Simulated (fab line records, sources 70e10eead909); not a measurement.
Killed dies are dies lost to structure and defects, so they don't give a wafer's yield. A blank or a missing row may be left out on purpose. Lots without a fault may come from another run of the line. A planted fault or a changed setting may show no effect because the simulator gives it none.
Which tool did it? | flow nand_harc | 24 lots, 72 wafers sampled, at 5 steps of a route of 1302

WHAT THE GAUGES READ, wafer by wafer
NHARC_A_SGD_CUT_THK_MEAS_22: measures by ellipsometry. Usual: thk_nm 148.3 nm, standard deviation 1.3.
lot  | measured     | on            | thk_nm (nm)       | flag
L074 | day 19 22:44 | film_metro-02 | 149.2 147.0 149.8 |
L075 | day 19 22:44 | film_metro-01 | 147.5 147.4 147.3 |
L076 | day 20 16:04 | film_metro-01 | 148.7 147.0 146.7 |
L078 | day 20 16:04 | film_metro-02 | 146.7 148.2 148.4 |
L077 | day 21 07:23 | film_metro-01 | 150.1 148.5 149.4 |
L079 | day 22 04:26 | film_metro-01 | 149.9 149.8 150.3 |
L080 | day 22 22:28 | film_metro-02 | 149.4 147.5 147.0 |
L081 | day 22 22:27 | film_metro-01 | 147.5 143.7 146.8 |
L083 | day 23 09:17 | film_metro-02 | 151.0 146.4 147.5 |
L082 | day 23 09:17 | film_metro-01 | 147.8 147.7 148.2 |
L084 | day 23 16:35 | film_metro-01 | 147.8 148.8 148.3 |
L085 | day 23 21:51 | film_metro-01 | 150.0 148.8 149.0 |
L086 | day 24 08:37 | film_metro-02 | 148.1 147.1 147.9 |
L087 | day 24 19:44 | film_metro-01 | 150.9 149.1 148.7 |
L089 | day 25 09:50 | film_metro-01 | 148.4 147.6 150.5 |
L091 | day 25 19:32 | film_metro-02 | 148.6 145.3 147.9 |
L088 | day 25 19:41 | film_metro-02 | 149.8 149.1 150.4 |
L090 | day 25 19:32 | film_metro-01 | 149.0 148.7 147.8 |
L092 | day 26 18:20 | film_metro-01 | 148.6 148.8 147.3 |
L093 | day 27 05:25 | film_metro-02 | 150.2 150.1 148.7 |
L095 | day 27 19:45 | film_metro-02 | 148.8 146.9 149.4 |
L094 | day 27 19:44 | film_metro-01 | 146.5 148.7 147.8 |
L096 | day 28 05:46 | film_metro-02 | 148.6 145.2 149.8 |
L097 | day 29 01:35 | film_metro-01 | 145.4 144.8 147.8 |

WHICH TOOL RAN EACH LOT (tool, then ch and the chambers of the sampled wafers, then the start)
lot  | NHARC_A_STAIRCASE_HM_OPEN_460                 | NHARC_A_STAIRCASE_DEP_417       | NHARC_A_STAIRCASE_DEP_325       | NHARC_A_SGD_CUT_DEP_00
L074 | rie_diel-05 ch 0,3, day 17 16:12 or earlier   | pecvd-02 ch 0,1, day 17 16:12   | pecvd-02 ch 0,1,2, day 18 20:40 | pecvd-04 ch 0,1, day 19 14:19
L075 | rie_diel-05 ch 1,2,3, day 17 16:36 or earlier | pecvd-03 ch 1,2, day 17 16:36   | pecvd-03 ch 0,1, day 18 20:41   | pecvd-03 ch 0,1,2, day 19 13:28
L076 | rie_diel-09 ch 0,1,3, day 18 11:50 or earlier | pecvd-04 ch 0,1, day 18 11:50   | pecvd-03 ch 0,2, day 19 16:06   | pecvd-03 ch 0,1,2, day 20 09:08
L078 | rie_diel-09 ch 0,1, day 18 14:00 or earlier   | pecvd-02 ch 0,1,2, day 18 14:00 | pecvd-02 ch 0,1,2, day 19 16:23 | pecvd-04 ch 0,1, day 20 09:39
L077 | rie_diel-09 ch 1,2,3, day 19 02:42 or earlier | pecvd-03 ch 0,1,2, day 19 02:42 | pecvd-04 ch 0, day 20 08:17     | pecvd-04 ch 0,1, day 21 00:14
L079 | rie_diel-05 ch 0,1, day 19 14:47 or earlier   | pecvd-04 ch 0,1, day 19 14:47   | pecvd-04 ch 0,1,2, day 20 22:20 | pecvd-04 ch 1,2, day 21 21:38
L080 | rie_diel-09 ch 0,1,2, day 20 00:00 or earlier | pecvd-03 ch 1,2, day 20 00:00   | pecvd-03 ch 1,2, day 21 16:41   | pecvd-04 ch 0,2, day 22 15:25
L081 | rie_diel-05 ch 1,3, day 20 03:25 or earlier   | pecvd-03 ch 0,2, day 20 03:25   | pecvd-04 ch 1, day 21 16:40     | pecvd-01 ch 0,2, day 22 15:33
L083 | rie_diel-05 ch 0,1, day 20 14:05 or earlier   | pecvd-04 ch 0,1,2, day 20 14:05 | pecvd-04 ch 0,1,2, day 22 09:01 | pecvd-03 ch 0,1, day 23 01:20
L082 | rie_diel-09 ch 0,1,3, day 20 17:43 or earlier | pecvd-03 ch 0,1,2, day 20 17:43 | pecvd-03 ch 0,1, day 22 09:13   | pecvd-01 ch 0,1,2, day 23 01:11
L084 | rie_diel-09 ch 0,1, day 21 12:16 or earlier   | pecvd-04 ch 0,1, day 21 12:16   | pecvd-04 ch 0,1,2, day 22 16:03 | pecvd-01 ch 0,1,2, day 23 09:45
L085 | rie_diel-09 ch 1,2,3, day 21 19:31 or earlier | pecvd-04 ch 0,1,2, day 21 19:31 | pecvd-03 ch 0,1, day 22 23:34   | pecvd-04 ch 0,1,2, day 23 15:04
L086 | rie_diel-01 ch 0,1, day 22 04:47 or earlier   | pecvd-02 ch 0,1,2, day 22 04:47 | pecvd-02 ch 0,1,2, day 23 10:14 | pecvd-01 ch 1,2, day 24 01:34
L087 | rie_diel-01 ch 0,1,3, day 22 16:05 or earlier | pecvd-03 ch 0,1,2, day 22 16:05 | pecvd-02 ch 0,1,2, day 23 21:07 | pecvd-01 ch 0,1,2, day 24 12:27
L089 | rie_diel-09 ch 2,3, day 23 05:37 or earlier   | pecvd-03 ch 0,1, day 23 05:37   | pecvd-02 ch 1,2, day 24 10:28   | pecvd-04 ch 1,2, day 25 02:42
L091 | rie_diel-01 ch 0,1,2, day 23 16:13 or earlier | pecvd-03 ch 1,2, day 23 16:13   | pecvd-04 ch 0,1,2, day 24 21:09 | pecvd-03 ch 0,2, day 25 12:40
L088 | rie_diel-01 ch 0,2,3, day 23 20:49 or earlier | pecvd-04 ch 0,1,2, day 23 20:49 | pecvd-02 ch 0,1,2, day 24 21:09 | pecvd-03 ch 0,1,2, day 25 13:06
L090 | rie_diel-05 ch 0,1,3, day 23 22:56 or earlier | pecvd-04 ch 0,1,2, day 23 22:56 | pecvd-03 ch 0,1, day 24 21:18   | pecvd-01 ch 0,2, day 25 12:22
L092 | rie_diel-05 ch 1,3, day 24 13:34 or earlier   | pecvd-04 ch 1,2, day 24 13:34   | pecvd-04 ch 0,1, day 25 18:22   | pecvd-01 ch 1,2, day 26 11:17
L093 | rie_diel-05 ch 0,2,3, day 25 02:35 or earlier | pecvd-03 ch 0,2, day 25 02:35   | pecvd-04 ch 0,2, day 26 03:55   | pecvd-01 ch 0,1, day 26 22:22
L095 | rie_diel-01 ch 1,2, day 25 14:32 or earlier   | pecvd-04 ch 0,1,2, day 25 14:32 | pecvd-02 ch 0,1,2, day 26 17:31 | pecvd-01 ch 0,1,2, day 27 12:26
L094 | rie_diel-09 ch 0,1,3, day 25 12:14 or earlier | pecvd-03 ch 1,2, day 25 12:14   | pecvd-03 ch 0,1, day 26 17:37   | pecvd-03 ch 1,2, day 27 12:43
L096 | rie_diel-09 ch 0,3, day 25 23:49 or earlier   | pecvd-03 ch 0,2, day 25 23:49   | pecvd-02 ch 0,1,2, day 27 07:02 | pecvd-01 ch 0,2, day 27 22:45
L097 | rie_diel-09 ch 0,1,2, day 26 22:09 or earlier | pecvd-03 ch 0,1,2, day 26 22:09 | pecvd-02 ch 0,1,2, day 27 23:53 | pecvd-01 ch 0,1,2, day 28 18:47
- NHARC_A_STAIRCASE_HM_OPEN_460: chemistry O2/COS.
- NHARC_A_STAIRCASE_DEP_417: deposits Si3N4, target thk 60 nm.
- NHARC_A_STAIRCASE_DEP_325: deposits SiO2, target thk 7200 nm.
- NHARC_A_SGD_CUT_DEP_00: deposits SiNx, target thk 50 nm.

WHAT THE TOOLS THEMSELVES READ (means of the sampled wafers that have a number; where no wafer has one, the mark that the record gives instead)
NHARC_A_STAIRCASE_HM_OPEN_460. Usual: drypump_motor_current_A 5.8 A, standard deviation 0.43; oes_product_au 1.004 a.u., standard deviation 0.011; rf_vpp_V 468.3 V, standard deviation 2.5; showerhead_plenum_p_Torr 3.18 Torr, standard deviation 0.11; throttle_valve_pct 28.331 %, standard deviation 0.01.
lot  | tool        | drypump_motor_current_A (A) | oes_product_au (a.u.) | rf_vpp_V (V) | showerhead_plenum_p_Torr (Torr) | throttle_valve_pct (%) | flag
L074 | rie_diel-05 | 5.1                         | 0.997                 | 471.5        | 3.29                            | 28.341                 |
L075 | rie_diel-05 | 5.6                         | 1.009                 | 470.2        | 3.29                            | 28.342                 |
L076 | rie_diel-09 | 6.0                         | 0.995                 | 469.3        | 3.25                            | 28.328                 |
L078 | rie_diel-09 | 5.9                         | 0.991                 | 469.6        | 3.22                            | 28.323                 |
L077 | rie_diel-09 | 6.1                         | 1.005                 | 469.3        | 3.24                            | 28.317                 |
L079 | rie_diel-05 | 5.5                         | 1.010                 | 468.9        | 3.26                            | 28.332                 |
L080 | rie_diel-09 | 6.0                         | 1.002                 | 468.4        | 3.19                            | 28.336                 |
L081 | rie_diel-05 | 5.6                         | 1.011                 | 471.1        | 3.32                            | 28.332                 |
L083 | rie_diel-05 | 5.5                         | 1.009                 | 469.5        | 3.25                            | 28.326                 |
L082 | rie_diel-09 | 6.0                         | 0.996                 | 469.9        | 3.24                            | 28.328                 |
L084 | rie_diel-09 | 5.9                         | 0.998                 | 469.2        | 3.21                            | 28.325                 |
L085 | rie_diel-09 | 6.2                         | 1.004                 | 469.0        | 3.23                            | 28.332                 |
L086 | rie_diel-01 | 5.7                         | 1.003                 | 464.9        | 2.98                            | 28.333                 |
L087 | rie_diel-01 | 5.7                         | 1.000                 | 465.5        | 3.05                            | 28.329                 |
L089 | rie_diel-09 | 6.2                         | 1.016                 | 469.0        | 3.20                            | 28.334                 |
L091 | rie_diel-01 | 5.9                         | 1.002                 | 464.0        | 2.97                            | 28.338                 |
L088 | rie_diel-01 | 6.1                         | 1.000                 | 464.6        | 3.01                            | 28.329                 |
L090 | rie_diel-05 | 5.3                         | 1.010                 | 469.9        | 3.25                            | 28.324                 |
L092 | rie_diel-05 | 5.4                         | 1.002                 | 471.1        | 3.31                            | 28.338                 |
L093 | rie_diel-05 | 5.4                         | 1.000                 | 468.7        | 3.21                            | 28.334                 |
L095 | rie_diel-01 | 5.6                         | 0.989                 | 465.2        | 3.00                            | 28.328                 |
L094 | rie_diel-09 | 6.0                         | 1.006                 | 469.3        | 3.23                            | 28.330                 |
L096 | rie_diel-09 | 6.2                         | 1.016                 | 470.0        | 3.26                            | 28.321                 |
L097 | rie_diel-09 | 6.0                         | 1.012                 | 468.1        | 3.17                            | 28.327                 |

NHARC_A_STAIRCASE_DEP_417. Usual: heater_power_outer_w 433 W, standard deviation 40; heater_power_w 732 W, standard deviation 66.
lot  | tool     | heater_power_outer_w (W) | heater_power_w (W) | flag
L074 | pecvd-02 | 391                      | 677                |
L075 | pecvd-03 | 415                      | 746                |
L076 | pecvd-04 | 391                      | 652                |
L078 | pecvd-02 | 394                      | 675                |
L077 | pecvd-03 | 468                      | 796                |
L079 | pecvd-04 | 465                      | 739                |
L080 | pecvd-03 | 436                      | 753                |
L081 | pecvd-03 | 417                      | 707                |
L083 | pecvd-04 | 440                      | 731                |
L082 | pecvd-03 | 447                      | 766                |
L084 | pecvd-04 | 412                      | 675                |
L085 | pecvd-04 | 433                      | 688                |
L086 | pecvd-02 | 386                      | 654                |
L087 | pecvd-03 | 439                      | 742                |
L089 | pecvd-03 | 462                      | 803                |
L091 | pecvd-03 | 466                      | 811                |
L088 | pecvd-04 | 448                      | 727                |
L090 | pecvd-04 | 446                      | 734                |
L092 | pecvd-04 | 426                      | 716                |
L093 | pecvd-03 | 429                      | 733                |
L095 | pecvd-04 | 456                      | 734                |
L094 | pecvd-03 | 379                      | 694                |
L096 | pecvd-03 | 416                      | 713                |
L097 | pecvd-03 | 407                      | 714                |

NHARC_A_STAIRCASE_DEP_325. Usual: heater_power_outer_w 376 W, standard deviation 55; heater_power_w 650 W, standard deviation 75.
lot  | tool     | heater_power_outer_w (W) | heater_power_w (W) | flag
L074 | pecvd-02 | 342                      | 591                |
L075 | pecvd-03 | 376                      | 677                |
L076 | pecvd-03 | 402                      | 681                |
L078 | pecvd-02 | 315                      | 558                |
L077 | pecvd-04 | 391                      | 640                |
L079 | pecvd-04 | 422                      | 691                |
L080 | pecvd-03 | 378                      | 692                |
L081 | pecvd-04 | 363                      | 621                |
L083 | pecvd-04 | 395                      | 653                |
L082 | pecvd-03 | 383                      | 710                |
L084 | pecvd-04 | 357                      | 623                |
L085 | pecvd-03 | 391                      | 715                |
L086 | pecvd-02 | 365                      | 618                |
L087 | pecvd-02 | 409                      | 685                |
L089 | pecvd-02 | 380                      | 624                |
L091 | pecvd-04 | 410                      | 669                |
L088 | pecvd-02 | 375                      | 651                |
L090 | pecvd-03 | 373                      | 678                |
L092 | pecvd-04 | 419                      | 674                |
L093 | pecvd-04 | 437                      | 717                |
L095 | pecvd-02 | 354                      | 610                |
L094 | pecvd-03 | 381                      | 696                |
L096 | pecvd-02 | 327                      | 596                |
L097 | pecvd-02 | 381                      | 637                |

NHARC_A_SGD_CUT_DEP_00. Usual: heater_power_outer_w 418 W, standard deviation 44; heater_power_w 710 W, standard deviation 67.
lot  | tool     | heater_power_outer_w (W) | heater_power_w (W) | flag
L074 | pecvd-04 | 460                      | 722                |
L075 | pecvd-03 | 464                      | 794                |
L076 | pecvd-03 | 389                      | 687                |
L078 | pecvd-04 | 481                      | 762                |
L077 | pecvd-04 | 473                      | 758                |
L079 | pecvd-04 | 417                      | 701                |
L080 | pecvd-04 | 450                      | 745                |
L081 | pecvd-01 | 392                      | 700                |
L083 | pecvd-03 | 469                      | 806                |
L082 | pecvd-01 | 394                      | 665                |
L084 | pecvd-01 | 402                      | 686                |
L085 | pecvd-04 | 423                      | 710                |
L086 | pecvd-01 | 373                      | 628                |
L087 | pecvd-01 | 418                      | 713                |
L089 | pecvd-04 | 419                      | 712                |
L091 | pecvd-03 | 433                      | 734                |
L088 | pecvd-03 | 422                      | 752                |
L090 | pecvd-01 | 375                      | 675                |
L092 | pecvd-01 | 395                      | 656                |
L093 | pecvd-01 | 427                      | 734                |
L095 | pecvd-01 | 352                      | 628                |
L094 | pecvd-03 | 416                      | 754                |
L096 | pecvd-01 | 393                      | 701                |
L097 | pecvd-01 | 417                      | 706                |

THE ANSWER, worked out from the rows above alone
Rule: a lot is off if the mean of its wafers that have a number lies more than 3 standard deviations from the usual mean. A lot without any number at a reading at which 4 lots or more have one is off too. The other lots that the step has rows for count as sound. The gauges are gone through in route order, then the tools' own readings, and for those a lot's mean is taken as printed above. The first step at which some lot is off is used, and at that step the reading that is off furthest; a lot without a number counts as furthest.
No lot is off at any reading shown: from this, nothing can be told.

WHAT THE SIMULATOR HAD PUT IN
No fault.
